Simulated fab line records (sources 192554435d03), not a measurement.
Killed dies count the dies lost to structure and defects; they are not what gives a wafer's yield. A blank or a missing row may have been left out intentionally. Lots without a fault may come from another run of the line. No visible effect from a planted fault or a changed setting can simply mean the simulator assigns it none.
A struck lot beside a sound one    flow n5 finfet    37 out of 1938 route steps
Sound: the wafers L704.1, L704.3, L704.5. The struck wafers were L692.2, L692.4, L692.5. At the end, the cause is stated.
For every step that has rows: the tool of each side, followed by ch and its chambers, followed by its first start. Under that, the readings that differ: sound wafers    struck wafers    difference of the means    sigmas: that difference in standard deviations of wafers without a fault.
alike: readings whose means differ by less than 2 such deviations, and words and numbers that are the same on both sides. not compared: withheld readings, readings that some wafer has no value for, bounds like >300 that may hide the same value, and numbers for which the record gives no deviation and whose values overlap.
The two part at a step that has a row with sigmas, a row that says differs or no value, or rows on one side only. Numbers that don't overlap but have no deviation are shown without sigmas and don't part them. A reading that every wafer of one side lacks parts them only if that side has two wafers or more.

first, 9 steps without rows for these wafers: N5_WELL_APT_COAT_19 (resist thk 950 nm); N5_WELL_APT_EBR_21; N5_WELL_APT_SOFTBAKE_20 (time 60 s); N5_WELL_APT_EXPOSE_22 (exposes mask PWELL, defocus 0 nm, target cd 200 nm); N5_WELL_APT_PEB_23 (peb time 90 s); N5_WELL_APT_DEVELOP_24 (develop time 45 s); N5_WELL_APT_HARDBAKE_29 (time 120 s); N5_WELL_APT_DESCUM_30 (chemistry O2, time 7.9 s); N5_WELL_APT_IMPLANT_31.
N5_WELL_APT_IMPLANT_32:
  sound on implanter-01 ch 0, day 7 03:28; struck on implanter-01 ch 0, day 4 03:53
reading             sound                           struck                         difference  sigmas
dose ions cm2       1.998e+13 2.0018e+13 1.999e+13  1.995e+12 1.953e+12 1.993e+12  -1.802e+13  -99 or more
faraday current uA  257 262 264                     25 26 26                       -235        -53
  alike: rotation deg
then, 25 steps without rows for these wafers: N5_WELL_APT_STRIP_33 (strips in SPM, time 900 s); N5_WELL_APT_RTA_34 (time 10 s); N5_WELL_APT_OXIDE_STRIP_42 (strips SiO2 in dHF, time 45 s, target depth 12 nm); N5_WELL_APT_PRECLEAN_36 (cleans in O3/DIW, time 45 s); N5_WELL_APT_PRECLEAN_39 (cleans in dHF, time 60 s); N5_WELL_APT_SRD_37 (time 30 s); N5_WELL_APT_EPI_41 (deposits Si from SiH4/H2, target thk 50 nm, time 297.7 s); N5_PMOS_HMC_CHANNEL_EPI_HM_DEP_34 (deposits SiO2 from TEOS/O2, target thk 36 nm, time 6.9 s); N5_PMOS_HMC_CHANNEL_EPI_COAT_31 (time 60 s, resist thk 66 nm); N5_PMOS_HMC_CHANNEL_EPI_COAT_03 (resist thk 205 nm); N5_PMOS_HMC_CHANNEL_EPI_EBR_05; N5_PMOS_HMC_CHANNEL_EPI_SOFTBAKE_04 (time 60 s); N5_PMOS_HMC_CHANNEL_EPI_EXPOSE_06 (exposes mask PMOS HMC BLK, target cd 240 nm); N5_PMOS_HMC_CHANNEL_EPI_PEB_07 (peb time 60 s); N5_PMOS_HMC_CHANNEL_EPI_DEVELOP_08 (develop time 30 s); N5_PMOS_HMC_CHANNEL_EPI_DESCUM_14 (chemistry O2, time 7.9 s); N5_PMOS_HMC_CHANNEL_EPI_ETCH_32 (etches BARC in N2/H2, stops on SiO2, target depth 85.8 nm, time 50.3 s); N5_PMOS_HMC_CHANNEL_EPI_HM_OPEN_15 (chemistry CHF3/O2, target SiO2, target depth 40.6 nm, time 20.3 s); N5_PMOS_HMC_CHANNEL_EPI_STRIP_33 (strips in N2/H2); N5_PMOS_HMC_CHANNEL_EPI_STRIP_17 (strips in SPM, time 750 s); N5_PMOS_HMC_CHANNEL_EPI_ETCH_38 (etches SiO2 in CF4, target depth 1.5 nm); N5_PMOS_HMC_CHANNEL_EPI_FIN_RECESS_16 (chemistry HBr/Cl2, target Si, target depth 54 nm, time 18 s); N5_PMOS_HMC_CHANNEL_EPI_PRECLEAN_36 (cleans in O3/DIW, time 45 s); N5_PMOS_HMC_CHANNEL_EPI_PRECLEAN_18 (cleans in DHF, time 30 s); N5_PMOS_HMC_CHANNEL_EPI_SRD_19 (time 30 s).
-- a jump in the record: the struck wafers' starts before and after are 6 days apart (it breaks off in module PMOS_HMC_CHANNEL_EPI and resumes in module BEOL_M4, where the first step shown is number 1111 of the route) --
N5_BEOL_M4_RC_MEAS_101:
  sound on prober-01 ch 0, day 13 09:16; struck on prober-02 ch 0, day 10 14:51
reading             sound              struck             difference  sigmas
CJ_N                4.22 4.30 4.30     1.39 1.40 1.40     -2.88       -36
DIBL_N (mV/V)       35.2 34.2 33.5     47.4 55.8 47.2     +15.8       +11
IOFF_N (nA/um)      0.151 0.145 0.131  0.770 1.777 0.784  +0.968      +46
IOFF_N_85C (nA/um)  2.9 2.9 2.6        11.8 23.8 12.1     +13.1       +37
IOFF_N_LIN (nA/um)  0.069 0.067 0.061  0.113 0.153 0.108  +0.059      +7
RS_PWELL (ohm/sq)   2972 2998 2999     3225 3188 3205     +216        +8
SS_N (mV/dec)       72.0 71.6 71.2     85.0 95.9 85.7     +17.3       +35
  alike: DIBL_P, IOFF_P, ION_N, ION_P, SS_P, VT_N, VT_P
-- record jumps: 4 days separate the struck wafers' starts on either side; left off in module BEOL_M4, taken up again in module PASSIVATION, whose first shown step is the route's number 1936 --
N5_PASSIVATION_PROBE_49:
  struck on prober-02, day 14 15:10; sound on prober-01, day 17 16:40
reading                 sound           struck             difference  sigmas
sort_bin_4_leakage (%)  0 0 0           92.37 92.54 89.49  +91.47      
sort n pass             1081 1051 1063  6 0 7              -1061       -66
sort yield pct (%)      91.6 89.1 90.1  0.5 0 0.6          -89.9       -64
  alike: defect limited yield, killed_at_M0_to_M3, killed_at_M4_up, killed at contacts, killed at front end, killed at other, killed dies, killed open, killed short, sort_bin_5_function, sort_bin_6_memory

== WHERE THEY PART ==
Earliest at N5_WELL_APT_IMPLANT_32; latest, in this record, at N5_PASSIVATION_PROBE_49.

WHY: the cause the simulator had injected
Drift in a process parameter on implanter-01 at N5_WELL_APT_IMPLANT_32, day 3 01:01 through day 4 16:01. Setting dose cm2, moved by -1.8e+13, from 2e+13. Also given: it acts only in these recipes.
